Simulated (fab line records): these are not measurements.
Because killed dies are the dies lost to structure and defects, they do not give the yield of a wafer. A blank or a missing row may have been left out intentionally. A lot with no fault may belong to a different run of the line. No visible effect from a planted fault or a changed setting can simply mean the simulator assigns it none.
fab line records	flow n5_finfet
record: lots: 6	wafers: 18	last_day: 17
route steps=1938 shown TV_LITHO@1876 TV_OPEN@1887
lots untouched by any fault: they come from a run of this same line in which no faults occurred
start_h: hours from the record's opening day to when the first of the lot's shown wafers began	wait_h: hours since the lot's step before	" as in the row above	L1.1+2: several wafers, shown together as one row	- no value, or no start given	* or withheld: withheld	< > ~ a bound
route shown NAME@n: names a module that has steps shown in the file, with the first one's number in the route	usual: mean/standard deviation of fault-free wafers	same: alike in all rows	chamber/n: place in a boat	sites: each site's reading	_std_site: their standard deviation	_edge_site: outer sites' mean less inner sites'	radius_mm: for every site, how far away it sits from the centre of the wafer	mask NAME#n: copy n	behind: the tool/chamber that last shaped the wafer	hold: why the lot went on hold/how many hours it stayed there/how the hold came to an end	device: names the non-switching transistor (n, p or np)	end of line: at the end of the route, the tests of the same wafers	a step given without rows: its recipe and nothing more	killed: not the wafer's yield, but the dies lost to structure and defects at the first sort	map: dies across one wafer; x = killed, . = not, _ = none there
set.NAME: the setting the step ran with; set.NAME@STEP: the setting that earlier step ran with	model.NAME: the simulator's own value behind a step, which no gauge read
a table for each step, a row for each wafer; lots at some steps of the route
services: the hour from which a tool's chamber was out of use, counted from the record's first day as start_h (under 0 if before that day), plus the number of hours and why
== steps ==
step: N5_PASSIVATION_COAT_04
recipe: spin_rpm: *	resist_thk_nm: *
step: N5_PASSIVATION_EBR_06
recipe: solvent: PGMEA	ebr_width_mm: 1.5
step: N5_PASSIVATION_SOFTBAKE_05
recipe: temp_c: 100	time_s: 90
step: N5_PASSIVATION_EXPOSE_07
recipe: mask_id: TV	na: 0.55	source_shape: conventional	sigma_outer: 0.8	polarization: unpolarized	defocus_nm: 0	target_cd_nm: 3000	dose_mj: 22.75
step: N5_PASSIVATION_PEB_08
recipe: peb_temp_c: withheld	peb_time_s: *
step: N5_PASSIVATION_DEVELOP_09
recipe: develop_time_s: 60	rinse_liquid: diw	dry: air_spin	dev_temp_c: 21
step: N5_PASSIVATION_HARDBAKE_11
recipe: temp_c: 130	time_s: 120
step: N5_PASSIVATION_CD_MEAS_10
recipe: target_cd_nm: 3000	landing_energy_ev: 500	detector: se_inlens
usual: cd_nm: 2999.1/1.7
lot.wafer	tool	chamber	start_h	wait_h	cd_nm
L441.3	cd_sem-03	0	297.36	-	2994.6
L441.5	"	0	"	"	2999.3
L441.6	"	0	"	"	2999.5
L449.1	cd_sem-03	0	358.83	-	3000.1
L449.3	"	0	"	"	2999.9
L449.5	"	0	"	"	2999.0
L454.1	cd_sem-02	0	361.64	-	2997.7
L454.2	"	0	"	"	2999.1
L454.3	"	0	"	"	2999.4
L452.4	cd_sem-01	0	367.47	-	2998.3
L452.5	"	0	"	"	2998.0
L452.6	"	0	"	"	2998.0
L457.2	cd_sem-01	0	377.47	-	2998.8
L457.3	"	0	"	"	2999.4
L457.6	"	0	"	"	3002.9
L459.1	cd_sem-02	0	399.60	-	2998.7
L459.4	"	0	"	"	2996.2
L459.5	"	0	"	"	2996.7
step: N5_PASSIVATION_OVL_MEAS_60
recipe: points_per_wafer: 44
usual: TV_OVL: 3/7.1
same: points_per_wafer: 44
lot.wafer	tool	chamber	start_h	wait_h	TV_OVL[nm]
L441.3	overlay-02	0	297.38	0.0	4
L441.5	"	0	"	"	-1
L441.6	"	0	"	"	2
L449.1	overlay-02	0	358.86	0.0	14
L449.3	"	0	"	"	12
L449.5	"	0	"	"	15
L454.1	overlay-01	0	361.67	0.0	5
L454.2	"	0	"	"	4
L454.3	"	0	"	"	3
L452.4	overlay-01	0	367.51	0.0	6
L452.5	"	0	"	"	4
L452.6	"	0	"	"	6
L457.2	overlay-01	0	377.50	0.0	-4
L457.3	"	0	"	"	-3
L457.6	"	0	"	"	-8
L459.1	overlay-02	0	399.63	0.0	-3
L459.4	"	0	"	"	-8
L459.5	"	0	"	"	-4
step: N5_PASSIVATION_INSPECT_61
recipe: mode: adi	inspect_instrument: macro
usual: raw_defect_count: 2.4/1.6
lot.wafer	tool	chamber	start_h	wait_h	raw_defect_count
L441.3	defect_inspect-02	-	297.41	0.0	1
L441.5	"	-	"	"	3
L441.6	"	-	"	"	2
L449.1	defect_inspect-01	-	358.89	0.0	3
L449.3	"	-	"	"	3
L449.5	"	-	"	"	1
L454.1	defect_inspect-02	-	361.69	0.0	2
L454.2	"	-	"	"	4
L454.3	"	-	"	"	2
L452.4	defect_inspect-02	-	367.53	0.0	2
L452.5	"	-	"	"	0
L452.6	"	-	"	"	2
L457.2	defect_inspect-01	-	377.52	0.0	1
L457.3	"	-	"	"	0
L457.6	"	-	"	"	6
L459.1	defect_inspect-01	-	399.65	0.0	3
L459.4	"	-	"	"	1
L459.5	"	-	"	"	4
step: N5_PASSIVATION_DESCUM_12
recipe: chemistry: O2	time_s: 7.9	source_power_w: 50	bias_power_w: 20	pressure_mtorr: 20	rf_frequency_hz: 2.712e+07	temp_c: 40	o2_flow_sccm: 225
usual: drypump_motor_current_A: 5.7/0.41	oes_product_au: 0.79/0.081	rf_vpp_V: 242.5/1.4	showerhead_plenum_p_Torr: 2.06/0.078	throttle_valve_pct: 20.46/0.26
lot.wafer	tool	chamber	start_h	wait_h	drypump_motor_current_A	oes_product_au	rf_hours_counter_h	rf_vpp_V	showerhead_plenum_p_Torr	throttle_valve_pct
L441.3	rie_diel-04	3	298.29	0.9	6.1	0.88	40	242.4	2.05	20.36
L441.5	"	1	"	"	6.2	0.76	-	241.5	2.08	20.25
L441.6	"	0	"	"	6.4	0.74	-	239.5	1.93	20.59
L449.1	rie_diel-03	2	358.92	0.0	5.7	0.79	110	243.5	2.10	20.46
L449.3	"	1	"	"	5.8	0.86	54	244.6	2.12	20.32
L449.5	"	3	"	"	6.3	0.77	-	244.2	2.18	20.50
L454.1	rie_diel-03	1	361.88	0.2	5.8	0.86	55	243.8	2.12	20.34
L454.2	"	2	"	"	5.7	0.78	111	243.3	2.10	20.46
L454.3	"	3	"	"	6.3	0.76	156	245.5	2.18	20.53
L452.4	rie_diel-03	0	367.65	0.1	5.4	0.68	240	242.7	2.08	21.08
L452.5	"	3	"	"	6.3	0.76	-	243.4	2.17	20.54
L452.6	"	0	"	"	5.4	0.68	-	243.3	2.08	21.07
L457.2	rie_diel-02	0	377.77	0.2	5.0	0.74	207	238.0	1.91	20.64
L457.3	"	1	"	"	5.2	0.82	84	241.7	2.03	20.15
L457.6	"	2	"	"	5.7	0.92	-	240.4	2.03	20.02
L459.1	rie_diel-04	3	399.88	0.2	6.0	0.84	71	241.8	2.04	20.44
L459.4	"	1	"	"	6.2	0.73	165	242.7	2.07	20.31
L459.5	"	3	"	"	6.1	0.84	-	240.6	2.04	20.41
step: N5_PASSIVATION_PASS_ETCH_74
recipe: chemistry: CF4/O2	target: SiNx	target_depth_a: 2200	time_s: 110	ion_energy_ev: 100	pressure_mtorr: 40	source_w: 535	bias_w: 49	Ar_flow_sccm: 100	cf4_flow_sccm: 100	O2_flow_sccm: 10
usual: bias_w: 48.98/0.15	drypump_motor_current_A: 5.7/0.41	oes_f_703_au: 0.79/0.076	oes_product_au: 0.79/0.078	rf_fwd_power_W: 532.2/2	rf_vpp_V: 239/4.8	showerhead_plenum_p_Torr: 2.17/0.074	throttle_valve_pct: 16.02/0.24
lot.wafer	tool	chamber	start_h	wait_h	bias_w	drypump_motor_current_A	oes_f_703_au	oes_product_au	rf_fwd_power_W	rf_hours_counter_h	rf_vpp_V	showerhead_plenum_p_Torr	throttle_valve_pct
L441.3	rie_diel-04	3	298.35	0.0	49.13	6.0	0.89	0.89	533.1	40	239	2.15	15.86
L441.5	"	1	"	"	49.17	6.2	0.80	0.78	528.1	-	237	2.21	15.99
L441.6	"	0	"	"	48.93	6.4	0.74	0.74	533.2	-	244	2.05	16.19
L449.1	rie_diel-03	2	358.99	0.0	49.13	5.7	0.78	0.79	534.9	110	237	2.21	16.05
L449.3	"	1	"	"	49.13	5.8	0.89	0.86	532.1	54	230	2.24	15.87
L449.5	"	3	"	"	49.12	6.3	0.79	0.76	530.0	-	234	2.30	16.16
L454.1	rie_diel-03	1	361.95	0.0	48.89	5.8	0.88	0.87	534.3	55	231	2.24	15.85
L454.2	"	2	"	"	48.85	5.7	0.78	0.78	531.5	111	234	2.21	16.06
L454.3	"	3	"	"	48.95	6.3	0.79	0.77	527.0	156	234	2.30	16.16
L452.4	rie_diel-03	0	367.72	0.0	49.05	5.4	0.69	0.68	531.3	240	239	2.19	16.55
L452.5	"	3	"	"	48.86	6.3	0.79	0.76	529.4	-	236	2.30	16.18
L452.6	"	0	"	"	49.23	5.4	0.69	0.68	531.6	-	240	2.19	16.55
L457.2	rie_diel-02	0	377.84	0.0	49.00	5.0	0.74	0.74	533.8	207	235	2.02	16.22
L457.3	"	1	"	"	48.98	5.2	0.80	0.81	529.1	84	237	2.14	15.68
L457.6	"	2	"	"	48.87	5.8	0.91	0.93	533.9	-	244	2.16	15.64
L459.1	rie_diel-04	3	399.95	0.0	48.96	6.0	0.85	0.83	533.0	71	239	2.14	15.91
L459.4	"	1	"	"	48.99	6.2	0.77	0.75	532.8	165	236	2.20	16.04
L459.5	"	3	"	"	48.94	6.0	0.84	0.84	535.8	-	240	2.14	15.92
step: N5_PASSIVATION_VIA_ETCH_13
recipe: chemistry: CHF3/O2	target: SiO2	target_depth_a: 6600	CHF3_flow_sccm: 50	O2_flow_sccm: 5	Ar_flow_sccm: 200	time_s: 330	mask_material: PR	pressure_mtorr: 30	source_w: 650	bias_w: 170	ion_energy_ev: 200	ends: cleared
usual: bias_w: 170.0/0.56	drypump_motor_current_A: 5.7/0.41	etch_rf_on_time_s: 235/5.2	oes_f_703_au: 0.80/0.073	oes_product_au: 0.72/0.071	rf_fwd_power_W: 647.5/1.9	rf_vpp_V: 520/9.9	showerhead_plenum_p_Torr: 2.37/0.082	throttle_valve_pct: 18.91/0.21
lot.wafer	tool	chamber	start_h	wait_h	bias_w	drypump_motor_current_A	etch_rf_on_time_s	oes_f_703_au	oes_product_au	rf_fwd_power_W	rf_hours_counter_h	rf_vpp_V	showerhead_plenum_p_Torr	throttle_valve_pct
L441.3	rie_diel-04	3	298.44	0.0	169.6	6.0	230	0.89	0.79	648.6	41	524	2.36	18.84
L441.5	"	1	"	"	170.7	6.2	233	0.80	0.69	648.9	-	514	2.41	18.84
L441.6	"	0	"	"	170.6	6.4	244	0.75	0.67	647.6	-	530	2.24	19.07
L449.1	rie_diel-03	2	359.08	0.0	168.8	5.7	239	0.79	0.71	643.0	110	516	2.41	18.89
L449.3	"	1	"	"	169.6	5.8	231	0.87	0.77	645.3	54	505	2.46	18.84
L449.5	"	3	"	"	169.0	6.3	245	0.78	0.69	651.5	-	509	2.52	19.08
L454.1	rie_diel-03	1	362.04	0.0	169.5	5.8	256	0.65	0.72	490.7	56	579	2.46	18.83
L454.2	"	2	"	"	170.6	5.7	261	0.58	0.66	488.9	111	591	2.41	18.89
L454.3	"	3	"	"	170.0	6.3	258	0.59	0.64	492.1	156	585	2.52	19.06
L452.4	rie_diel-03	0	367.81	0.0	169.4	5.4	264	0.52	0.58	489.7	241	598	2.38	19.37
L452.5	"	3	"	"	169.1	6.3	270	0.59	0.65	489.8	-	583	2.52	19.07
L452.6	"	0	"	"	170.0	5.4	269	0.51	0.58	487.6	-	597	2.38	19.39
L457.2	rie_diel-02	0	377.93	0.0	169.5	5.0	237	0.75	0.66	646.4	207	510	2.21	19.08
L457.3	"	1	"	"	170.2	5.2	233	0.79	0.73	646.6	84	517	2.34	18.61
L457.6	"	2	"	"	169.4	5.7	236	0.91	0.84	645.9	-	531	2.36	18.59
L459.1	rie_diel-04	3	400.04	0.0	169.5	6.0	229	0.84	0.76	648.9	71	524	2.35	18.90
L459.4	"	1	"	"	169.9	6.2	232	0.78	0.67	647.9	165	513	2.40	18.90
L459.5	"	3	"	"	170.9	6.1	231	0.83	0.75	650.2	-	522	2.35	18.90
step: N5_PASSIVATION_STRIP_14
recipe: chemistry: O2	power_w: 600	temp_c: 60	pressure_mtorr: 30	rf_frequency_hz: 6e+07	bias_power_w: 0	overash_fraction: 0.5	o2_flow_sccm: 225
usual: drypump_motor_current_A: 5.7/0.41	oes_product_au: 0.79/0.08	rf_vpp_V: 3.7/0.97	showerhead_plenum_p_Torr: 2.06/0.078	throttle_valve_pct: 16.70/0.25
lot.wafer	tool	chamber	start_h	wait_h	drypump_motor_current_A	oes_product_au	rf_hours_counter_h	rf_vpp_V	showerhead_plenum_p_Torr	throttle_valve_pct
L441.3	rie_diel-04	3	298.64	0.1	6.0	0.88	41	3.3	2.05	16.56
L441.5	"	1	"	"	6.2	0.77	-	3.1	2.08	16.54
L441.6	"	0	"	"	6.3	0.74	-	3.5	1.93	16.79
L449.1	rie_diel-03	2	359.28	0.1	5.7	0.78	110	4.1	2.11	16.72
L449.3	"	1	"	"	5.8	0.86	54	3.7	2.13	16.55
L449.5	"	3	"	"	6.3	0.76	-	4.0	2.18	16.79
L454.1	rie_diel-03	1	362.24	0.1	5.8	0.84	56	2.5	2.13	16.55
L454.2	"	2	"	"	5.7	0.79	111	5.2	2.10	16.74
L454.3	"	3	"	"	6.3	0.77	156	2.0	2.18	16.79
L452.4	rie_diel-03	0	368.00	0.1	5.4	0.68	241	3.3	2.09	17.30
L452.5	"	3	"	"	6.3	0.76	-	3.7	2.18	16.78
L452.6	"	0	"	"	5.4	0.69	-	2.8	2.09	17.31
L457.2	rie_diel-02	0	378.13	0.1	5.0	0.73	207	4.4	1.91	16.90
L457.3	"	1	"	"	5.2	0.81	84	1.8	2.04	16.37
L457.6	"	2	"	"	5.8	0.91	-	3.7	2.04	16.23
L459.1	rie_diel-04	3	400.24	0.1	6.1	0.84	72	3.9	2.04	16.64
L459.4	"	1	"	"	6.2	0.75	165	4.3	2.07	16.62
L459.5	"	3	"	"	6.0	0.83	-	3.8	2.04	16.65
== services ==
tool	chamber	start_h	hours	kind
rie_diel-04	2	277.56	5.6	repair
rie_diel-03	3	325.77	3.3	repair
== key ==
first_sign: step: N5_PASSIVATION_VIA_ETCH_13	reading: rf_fwd_power_W	direction: down	sigmas: 83	usual: *	struck: *
effect: step: N5_PASSIVATION_VIA_ETCH_13	reading: rf_vpp_V	direction: up	sigmas: 7	usual: 520	struck: 589
met_at N5_PASSIVATION_VIA_ETCH_13
struck_wafers L452.4,L452.5,L452.6,L454.1,L454.2,L454.3
onset_between 359.08 362.04
fault: kind: process_parameter_drift	tool: rie_diel-03	chamber: -	onset_h: 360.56	steps: N5_PASSIVATION_VIA_ETCH_13	channel: source_w	offset: -156	shape: step	end_h: 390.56	acts_in: these_recipes_only	stated: 650
